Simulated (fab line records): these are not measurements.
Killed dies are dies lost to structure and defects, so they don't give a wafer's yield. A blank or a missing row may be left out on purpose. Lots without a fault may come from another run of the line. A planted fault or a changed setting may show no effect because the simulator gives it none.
Split-lot study -- flow n5 finfet -- 7 lots, 21 wafers read, on a route of 1938 steps

THE SPLIT
At N5_PASSIVATION_ETCH_54 (etches SiO2 in CHF3/O2, target depth 880 nm, time 440 s), the setting time s was moved away from the recipe's 440 s on 6 of the 21 wafers read, by +13.0% to +17.0%. The other wafers ran this setting at the recipe's value.

Reading taken at the split's own step.

THE READING
PASSIVATION.feature depth nm (the simulator's own value, which no gauge read), in nm, at N5_PASSIVATION_ETCH_54 (etches SiO2 in CHF3/O2, target depth 880 nm, time 440 s). The file gives no usual value for it. The 15 wafers here that ran the recipe average 880.2 nm, standard deviation 12 nm.

wafer,"tool, chamber at the split","time s as run, s",against the recipe,"PASSIVATION.feature depth nm, nm",against lot-mates on the recipe
L080.1,"rie diel-06, 0",440,recipe,871.6,-
L080.4,"rie diel-06, 3",440,recipe,904.8,-
L080.5,"rie diel-06, 2",440,recipe,880.8,-
L083.3,"rie diel-05, 0",440,recipe,887.8,-
L083.4,"rie diel-05, 3",440,recipe,872.6,-
L083.6,"rie diel-05, 0",440,recipe,886.2,-
L087.2,"rie diel-04, 3",440,recipe,865.6,-
L087.3,"rie diel-04, 2",440,recipe,886.8,-
L087.5,"rie diel-04, 2",440,recipe,886.4,-
L091.2,"rie diel-06, 1",440,recipe,882.6,-
L091.5,"rie diel-06, 3",440,recipe,884.8,-
L091.6,"rie diel-06, 1",440,recipe,878.2,-
L096.1,"rie diel-06, 2",514.8,+17.0%,1027,no lot-mate on the recipe
L096.3,"rie diel-06, 3",514.8,+17.0%,1048,no lot-mate on the recipe
L096.6,"rie diel-06, 0",514.8,+17.0%,1007,no lot-mate on the recipe
L097.4,"rie diel-05, 2",440,recipe,849,-
L097.5,"rie diel-05, 3",509.2,+15.7%,1008,+159.0
L097.6,"rie diel-05, 0",509.2,+15.7%,1033,+184.0
L095.3,"rie diel-05, 1",440,recipe,876.2,-
L095.4,"rie diel-05, 0",497.1,+13.0%,1011,+128.0
L095.5,"rie diel-05, 0",440,recipe,889.8,-

FIT RESULTS
A straight line over all 21 wafers: PASSIVATION.feature depth nm changes by +8.88 nm for each +1% of time s; r = +0.98; the points scatter about the line by 14 nm.
The same after taking each lot's own level away (the mean of its wafers on the recipe; 18 wafers): +10.6 nm for each +1%; r = +0.99; scatter 10 nm.
On that fit, the largest move of time s shifts the reading by 1.8e+02 nm.
From 849.00 to 885.73 nm: that is the span of the lots' own levels, equal to 3.0 times the standard deviation above.
So the lot-to-lot level changes the slope: the two fits differ.
Check: with one of the wafers moved furthest among these (+15.7%) left out of the fit, the line predicts +172 nm for it against its lot-mates. Against them it came out at +159 nm.

FURTHER SPLITS ON THESE WAFERS
Before the reading, these wafers also passed through other splits. Each is held against what the fit with the lots' levels taken away leaves over:
other split on the same wafers,wafers away from the commonest value,r with PASSIVATION.feature depth nm (lot level and that fit taken away)
N5_BEOL_M11_COAT_60 spin rpm,7,+0.25
N5_BEOL_M12_PEB_08 peb temp c,6,-0.20
N5_BEOL_M15_EXPOSE_07 dose mj,8,+0.06
N5_BEOL_M15_TRENCH_ETCH_34 bias w,6,-0.32
N5_PASSIVATION_EXPOSE_07 dose mj,10,+0.27

THE WHOLE CHAIN: every reading that the file lists as answering this split, in the file's order
step,what it does,reading,change (the file's fit),r (the file's)
N5_PASSIVATION_ETCH_54,"etches SiO2 in CHF3/O2, target depth 880 nm, time 440 s","etch.depth nm (the simulator's own value, which no gauge read)",+10.5 nm for each +1% of the setting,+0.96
N5_PASSIVATION_ETCH_54,"etches SiO2 in CHF3/O2, target depth 880 nm, time 440 s","PASSIVATION.feature depth nm (the simulator's own value, which no gauge read)",+10.5 nm for each +1% of the setting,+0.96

THE FILE'S OWN FIT
PASSIVATION.feature depth nm changes by +10.5 nm for each +1% of time s, r = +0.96.
